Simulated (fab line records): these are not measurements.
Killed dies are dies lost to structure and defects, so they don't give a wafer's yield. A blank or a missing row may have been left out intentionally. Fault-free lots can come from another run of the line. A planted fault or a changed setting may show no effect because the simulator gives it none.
Matching of chambers + flow nandHarc + 3 sister chambers for NHARC_A_CONTACT_DEP_29 on pecvd-02
The step deposits SiON, target thk 70 nm. 20 wafers are shown with their chamber, then 10 later ones without.

WAFERS WITH THEIR CHAMBER
| wafer  | chamber | heaterPowerW (W) | rfFwdPowerW (W) |
|--------|---------|------------------|-----------------|
| L076.1 | 0       | 759              | 349.2           |
| L076.3 | 1       | 784              | 348.3           |
| L076.6 | 1       | 796              | 347.7           |
| L074.1 | 0       | 821              | 348.8           |
| L074.3 | 2       | 655              | 347.7           |
| L074.6 | 1       | 665              | 347.6           |
| L075.3 | 0       | 703              | 348.2           |
| L075.4 | 1       | 773              | 348.3           |
| L075.5 | 2       | 740              | 349.6           |
| L078.1 | 1       | 774              | 349.9           |
| L078.3 | 0       | 797              | 347.8           |
| L078.5 | 1       | 778              | 348.6           |
| L082.3 | 0       | 767              | 349.0           |
| L082.5 | 2       | 729              | 348.1           |
| L082.6 | 1       | 725              | 347.9           |
| L083.1 | 0       | 801              | 348.3           |
| L083.3 | 1       | 719              | 349.0           |
| L083.5 | 0       | 824              | 347.9           |
| L085.3 | 2       | 733              | 348.4           |
| L085.4 | 1       | 652              | 347.6           |

SIGNATURES (means of the wafers above)
| reading      | chamber 0 | chamber 1 | chamber 2 | scatter within a chamber |
|--------------|-----------|-----------|-----------|--------------------------|
| heaterPowerW | 781.71    | 740.67    | 714.25    | 47.5                     |
| rfFwdPowerW  | 348.457   | 348.322   | 348.450   | 0.705                    |
Rule: a wafer lies at a distance from a chamber equal to the root of the sum of squares, over the readings, of (its reading less the chamber's mean, divided by the reading's scatter). The wafer belongs to the nearest chamber; if the next one is less than 2 further off, it can't be placed. The scatter: the root of (the sum of the squares of (reading less its chamber's mean) over the shown wafers, divided by (wafers less chambers)).

WAFERS MISSING THEIR CHAMBER
| wafer  | heaterPowerW (W) | rfFwdPowerW (W) |
|--------|------------------|-----------------|
| L085.6 | 582              | 347.3           |
| L086.2 | 688              | 349.9           |
| L086.3 | 799              | 350.5           |
| L086.4 | 621              | 347.3           |
| L090.1 | 746              | 349.4           |
| L090.3 | 666              | 350.3           |
| L090.6 | 601              | 348.9           |
| L092.2 | 788              | 348.9           |
| L092.3 | 777              | 349.1           |
| L092.5 | 792              | 349.1           |

CHAMBER TAKEN BY EACH
| wafer  | from the rows above          | in truth |
|--------|------------------------------|----------|
| L085.6 | can't be placed: 2 or 1 or 0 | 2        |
| L086.2 | can't be placed: 2 or 1 or 0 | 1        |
| L086.3 | can't be placed: 0 or 1 or 2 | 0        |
| L086.4 | can't be placed: 2 or 1 or 0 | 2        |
| L090.1 | can't be placed: 2 or 1 or 0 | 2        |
| L090.3 | can't be placed: 2 or 1 or 0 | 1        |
| L090.6 | can't be placed: 2 or 1 or 0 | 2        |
| L092.2 | can't be placed: 0 or 1 or 2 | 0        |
| L092.3 | can't be placed: 0 or 1 or 2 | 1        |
| L092.5 | can't be placed: 0 or 1 or 2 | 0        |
Correctly placed: 0 of 10. Unplaceable from these rows: 10, with the true chamber sitting among the candidates in 10. Number placed wrongly: 0.
